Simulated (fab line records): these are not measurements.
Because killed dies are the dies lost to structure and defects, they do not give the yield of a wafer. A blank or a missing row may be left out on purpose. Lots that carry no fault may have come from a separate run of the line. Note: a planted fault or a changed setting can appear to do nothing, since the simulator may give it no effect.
What tool caused it? + flow nand-harc + 33 wafers from 11 lots sampled at 5 of the route's 1159 steps

## WHAT EACH GAUGE READ, for each wafer
NHARC_END_SORT_01. Usual: killed-at-array 29, standard deviation 10; killed-at-other 0.7, standard deviation 1.1; killed-at-periphery 3.3, standard deviation 2.4; killed-dies 33, standard deviation 11; killed-open 3.3, standard deviation 2; killed-short 1.9, standard deviation 1.3.
| lot  | measured     | on        | killed-at-array | killed-at-other | killed-at-periphery | killed-dies | killed-open | killed-short | flag |
|------|--------------|-----------|-----------------|-----------------|---------------------|-------------|-------------|--------------|------|
| L465 | day 23 12:39 | prober-02 | 35 400 26       | 2 1 0           | 5 12 4              | 42 413 30   | 4 1 3       | 4 1 0        | OFF  |

## WHAT TOOL EACH LOT RAN ON (gives the tool, then ch and the chambers of the sampled wafers, and finally the start)
| lot  | NHARC_A_CHANNEL_HOLE_D1_ETCH_39               | NHARC_A_CHANNEL_HOLE_D1_ETCH_23  | NHARC_A_CHANNEL_HOLE_D1_ETCH_26  | NHARC_A_CHANNEL_HOLE_D1_ETCH_44    |
|------|-----------------------------------------------|----------------------------------|----------------------------------|------------------------------------|
| L452 | rie-diel-09 ch 0,2,3, day 8 07:43 or earlier  | har-etch-02 ch 0,1, day 8 07:43  | har-etch-02 ch 0,1, day 8 10:05  | rie-diel-08 ch 0,3, day 8 11:02    |
| L456 | rie-diel-08 ch 0,2, day 9 13:14 or earlier    | har-etch-02 ch 0,1, day 9 13:14  | har-etch-02 ch 0,1, day 9 15:23  | rie-diel-08 ch 0,2, day 9 16:16    |
| L460 | rie-diel-10 ch 1,2,3, day 10 14:00 or earlier | har-etch-01 ch 0,1, day 10 14:00 | har-etch-01 ch 0,1, day 10 16:20 | rie-diel-08 ch 0,1, day 10 17:17   |
| L465 | rie-diel-08 ch 0,1,3, day 12 09:10 or earlier | har-etch-01 ch 0,1, day 12 09:10 | har-etch-01 ch 0,1, day 12 11:30 | rie-diel-08 ch 0,1,2, day 12 12:27 |
| L469 | rie-diel-08 ch 0,3, day 12 17:50 or earlier   | har-etch-02 ch 0,1, day 12 17:50 | har-etch-02 ch 0,1, day 12 19:59 | rie-diel-10 ch 0,3, day 12 20:52   |
| L468 | rie-diel-10 ch 0,1,2, day 12 18:21 or earlier | har-etch-01 ch 0,1, day 12 18:21 | har-etch-01 ch 0,1, day 12 20:42 | rie-diel-09 ch 0,3, day 12 21:40   |
| L470 | rie-diel-10 ch 0,1,2, day 12 22:31 or earlier | har-etch-01 ch 0,1, day 12 22:31 | har-etch-01 ch 0,1, day 13 00:50 | rie-diel-10 ch 0,1,3, day 13 01:47 |
| L472 | rie-diel-08 ch 0,2,3, day 13 02:40 or earlier | har-etch-01 ch 0,1, day 13 02:40 | har-etch-01 ch 0,1, day 13 05:01 | rie-diel-10 ch 1,3, day 13 05:58   |
| L473 | rie-diel-10 ch 0,1,3, day 13 18:21 or earlier | har-etch-01 ch 0,1, day 13 18:21 | har-etch-01 ch 0,1, day 13 20:31 | rie-diel-10 ch 2,3, day 13 21:24   |
| L474 | rie-diel-09 ch 0,2,3, day 13 19:37 or earlier | har-etch-02 ch 0,1, day 13 19:37 | har-etch-02 ch 0,1, day 13 21:58 | rie-diel-10 ch 0,1,3, day 13 22:54 |
| L475 | rie-diel-08 ch 1,2,3, day 14 07:26 or earlier | har-etch-02 ch 0,1, day 14 07:26 | har-etch-02 ch 0,1, day 14 09:41 | rie-diel-10 ch 0,1,3, day 14 10:35 |
- NHARC_A_CHANNEL_HOLE_D1_ETCH_39: etches the open film in N2/H2, target depth 260 nm, time 325 s.
- NHARC_A_CHANNEL_HOLE_D1_ETCH_23: etches the open film in C4F8/O2/Ar, time 819 s, target depth 1600 nm.
- NHARC_A_CHANNEL_HOLE_D1_ETCH_26: etches the open film in C4F8/O2/Ar, time 224.1 s, target depth 300 nm.
- NHARC_A_CHANNEL_HOLE_D1_ETCH_44: etches the open film in CF4/O2, target depth 140 nm, overetch 14 nm, time 77 s.

## WHAT THE TOOLS THEMSELVES READ (means of the sampled wafers that have a number; where no wafer has one, the mark that the record gives instead)
NHARC_A_CHANNEL_HOLE_D1_ETCH_39. Usual: drypump-motor-current-A 5.8 A, standard deviation 0.37; mfc-ar-sccm 0.004 sccm, standard deviation 0.0063; oes-product-au 0.998 a.u., standard deviation 0.014; rf-vpp-V 430.8 V, standard deviation 2.2; showerhead-plenum-p-Torr 2.06 Torr, standard deviation 0.077; throttle-valve-pct 14.171 %, standard deviation 0.0092.
| lot  | tool        | drypump-motor-current-A (A) | mfc-ar-sccm (sccm) | oes-product-au (a.u.) | rf-vpp-V (V) | showerhead-plenum-p-Torr (Torr) | throttle-valve-pct (%) | flag |
|------|-------------|-----------------------------|--------------------|-----------------------|--------------|---------------------------------|------------------------|------|
| L452 | rie-diel-09 | 5.5                         | 0.002              | 1.011                 | 431.7        | 2.09                            | 14.169                 |      |
| L456 | rie-diel-08 | 5.8                         | 0.003              | 0.985                 | 430.2        | 2.02                            | 14.169                 |      |
| L460 | rie-diel-10 | 6.1                         | 0.006              | 1.002                 | 432.0        | 2.12                            | 14.171                 |      |
| L465 | rie-diel-08 | 5.8                         | 0.001              | 0.998                 | 429.1        | 2.01                            | 14.173                 |      |
| L469 | rie-diel-08 | 5.8                         | 0.003              | 0.997                 | 429.7        | 2.05                            | 14.179                 |      |
| L468 | rie-diel-10 | 5.8                         | 0.001              | 1.000                 | 431.4        | 2.08                            | 14.173                 |      |
| L470 | rie-diel-10 | 5.8                         | 0.001              | 1.001                 | 431.5        | 2.08                            | 14.176                 |      |
| L472 | rie-diel-08 | 5.7                         | 0.001              | 0.992                 | 430.0        | 2.02                            | 14.171                 |      |
| L473 | rie-diel-10 | 6.0                         | 0.006              | 1.022                 | 433.3        | 2.13                            | 14.173                 |      |
| L474 | rie-diel-09 | 5.5                         | 0.002              | 0.992                 | 432.1        | 2.09                            | 14.171                 |      |
| L475 | rie-diel-08 | 5.7                         | 0.000              | 1.000                 | 427.6        | 1.98                            | 14.166                 |      |

NHARC_A_CHANNEL_HOLE_D1_ETCH_23. Usual: drypump-motor-current-A 5.7 A, standard deviation 0.32; he-backside-leak-sccm 5.6 sccm, standard deviation 0.61; mfc-ar-sccm 375.1 sccm, standard deviation 1; showerhead-plenum-p-Torr 3.81 Torr, standard deviation 0.056; throttle-valve-pct 32.155 %, standard deviation 0.0093.
| lot  | tool        | drypump-motor-current-A (A) | he-backside-leak-sccm (sccm) | mfc-ar-sccm (sccm) | showerhead-plenum-p-Torr (Torr) | throttle-valve-pct (%) | flag |
|------|-------------|-----------------------------|------------------------------|--------------------|---------------------------------|------------------------|------|
| L452 | har-etch-02 | 5.7                         | 5.3                          | 375.3              | 3.88                            | 32.152                 |      |
| L456 | har-etch-02 | 5.8                         | 5.5                          | 376.2              | 3.87                            | 32.158                 |      |
| L460 | har-etch-01 | 5.9                         | 5.7                          | 374.9              | 3.78                            | 32.153                 |      |
| L465 | har-etch-01 | 5.6                         | 5.3                          | 374.4              | 3.75                            | 32.157                 |      |
| L469 | har-etch-02 | 5.8                         | 5.9                          | 374.6              | 3.85                            | 32.152                 |      |
| L468 | har-etch-01 | 5.9                         | 5.5                          | 374.9              | 3.77                            | 32.158                 |      |
| L470 | har-etch-01 | 5.9                         | 5.6                          | 376.1              | 3.77                            | 32.149                 |      |
| L472 | har-etch-01 | 5.6                         | 5.7                          | 375.1              | 3.74                            | 32.151                 |      |
| L473 | har-etch-01 | 5.8                         | 5.7                          | 375.1              | 3.76                            | 32.158                 |      |
| L474 | har-etch-02 | 5.8                         | 5.7                          | 375.3              | 3.85                            | 32.155                 |      |
| L475 | har-etch-02 | 5.7                         | 5.9                          | 375.4              | 3.84                            | 32.157                 |      |

NHARC_A_CHANNEL_HOLE_D1_ETCH_26. Usual: drypump-motor-current-A 5.7 A, standard deviation 0.32; he-backside-leak-sccm 5.6 sccm, standard deviation 0.6; mfc-ar-sccm 375.1 sccm, standard deviation 1.1; showerhead-plenum-p-Torr 3.86 Torr, standard deviation 0.059; throttle-valve-pct 24.585 %, standard deviation 0.0099.
| lot  | tool        | drypump-motor-current-A (A) | he-backside-leak-sccm (sccm) | mfc-ar-sccm (sccm) | showerhead-plenum-p-Torr (Torr) | throttle-valve-pct (%) | flag |
|------|-------------|-----------------------------|------------------------------|--------------------|---------------------------------|------------------------|------|
| L452 | har-etch-02 | 5.7                         | 5.4                          | 375.1              | 3.93                            | 24.581                 |      |
| L456 | har-etch-02 | 5.8                         | 5.5                          | 375.1              | 3.92                            | 24.585                 |      |
| L460 | har-etch-01 | 5.9                         | 5.5                          | 375.5              | 3.83                            | 24.584                 |      |
| L465 | har-etch-01 | 5.6                         | 5.5                          | 374.9              | 3.80                            | 24.578                 |      |
| L469 | har-etch-02 | 5.8                         | 5.7                          | 375.9              | 3.91                            | 24.588                 |      |
| L468 | har-etch-01 | 5.9                         | 6.8                          | 375.0              | 3.82                            | 24.591                 |      |
| L470 | har-etch-01 | 5.8                         | 5.4                          | 375.0              | 3.81                            | 24.576                 |      |
| L472 | har-etch-01 | 5.6                         | 5.8                          | 375.5              | 3.79                            | 24.586                 |      |
| L473 | har-etch-01 | 5.8                         | 5.7                          | 374.6              | 3.81                            | 24.587                 |      |
| L474 | har-etch-02 | 5.8                         | 5.8                          | 374.7              | 3.90                            | 24.592                 |      |
| L475 | har-etch-02 | 5.8                         | 5.7                          | 375.7              | 3.89                            | 24.591                 |      |

NHARC_A_CHANNEL_HOLE_D1_ETCH_44. Usual: drypump-motor-current-A 5.8 A, standard deviation 0.4; mfc-ar-sccm 0.004 sccm, standard deviation 0.0065; oes-product-au 1.001 a.u., standard deviation 0.015; rf-vpp-V 198.3 V, standard deviation 1.2; showerhead-plenum-p-Torr 1.35 Torr, standard deviation 0.046; throttle-valve-pct 13.398 %, standard deviation 0.0097.
| lot  | tool        | drypump-motor-current-A (A) | mfc-ar-sccm (sccm) | oes-product-au (a.u.) | rf-vpp-V (V) | showerhead-plenum-p-Torr (Torr) | throttle-valve-pct (%) | flag |
|------|-------------|-----------------------------|--------------------|-----------------------|--------------|---------------------------------|------------------------|------|
| L452 | rie-diel-08 | 5.8                         | 0.003              | 1.001                 | 198.2        | 1.34                            | 13.405                 |      |
| L456 | rie-diel-08 | 5.8                         | 0.001              | 0.989                 | 197.4        | 1.30                            | 13.402                 |      |
| L460 | rie-diel-08 | 5.8                         | 0.003              | 0.981                 | 197.1        | 1.31                            | 13.398                 |      |
| L465 | rie-diel-08 | 5.8                         | 0.001              | 0.971                 | 196.8        | 1.29                            | 13.395                 |      |
| L469 | rie-diel-10 | 6.3                         | 0.009              | 1.009                 | 199.2        | 1.41                            | 13.404                 |      |
| L468 | rie-diel-09 | 5.5                         | 0.005              | 0.989                 | 198.9        | 1.39                            | 13.397                 |      |
| L470 | rie-diel-10 | 5.9                         | 0.006              | 1.012                 | 199.1        | 1.39                            | 13.399                 |      |
| L472 | rie-diel-10 | 6.3                         | 0.010              | 1.020                 | 198.5        | 1.41                            | 13.399                 |      |
| L473 | rie-diel-10 | 6.2                         | 0.004              | 1.007                 | 198.6        | 1.37                            | 13.390                 |      |
| L474 | rie-diel-10 | 6.0                         | 0.006              | 1.016                 | 198.8        | 1.39                            | 13.398                 |      |
| L475 | rie-diel-10 | 6.0                         | 0.006              | 1.014                 | 198.7        | 1.39                            | 13.395                 |      |

## THE ANSWER, worked out from the rows above alone
Rule: a lot counts as off when the mean over its wafers that have a number is more than 3 standard deviations away from the usual mean. A lot without any number at a reading at which 4 lots or more have one is off too. The other lots that the step has rows for count as sound. Order of review: gauges by route order, followed by the tools' own readings, for which a lot's mean as printed above is used. At the first step where some lot is off, the reading lying furthest off is the one used; lots without a number count as furthest.
Off at NHARC_END_SORT_01 (killed-at-array): L465. Neither off nor sound, because the step has no rows for them: L452, L456, L460, L469, L468, L470, L472, L473, L474, L475.
If a tool, at a process step before that reading, ran all the lots that are off and no sound lot after the first of them, it fits. Gauges at NHARC_END_SORT_01: tried the same way as those tools. With no start given for some of its lots, NHARC_A_CHANNEL_HOLE_D1_ETCH_39 uses the hours and lot order of NHARC_A_CHANNEL_HOLE_D1_ETCH_23. Can't be told from this: 3 tools fit, rie-diel-08 at NHARC_A_CHANNEL_HOLE_D1_ETCH_39 and NHARC_A_CHANNEL_HOLE_D1_ETCH_44, har-etch-01 at NHARC_A_CHANNEL_HOLE_D1_ETCH_23 and NHARC_A_CHANNEL_HOLE_D1_ETCH_26, prober-02 at NHARC_END_SORT_01.

## WHAT THE SIMULATOR PUT IN
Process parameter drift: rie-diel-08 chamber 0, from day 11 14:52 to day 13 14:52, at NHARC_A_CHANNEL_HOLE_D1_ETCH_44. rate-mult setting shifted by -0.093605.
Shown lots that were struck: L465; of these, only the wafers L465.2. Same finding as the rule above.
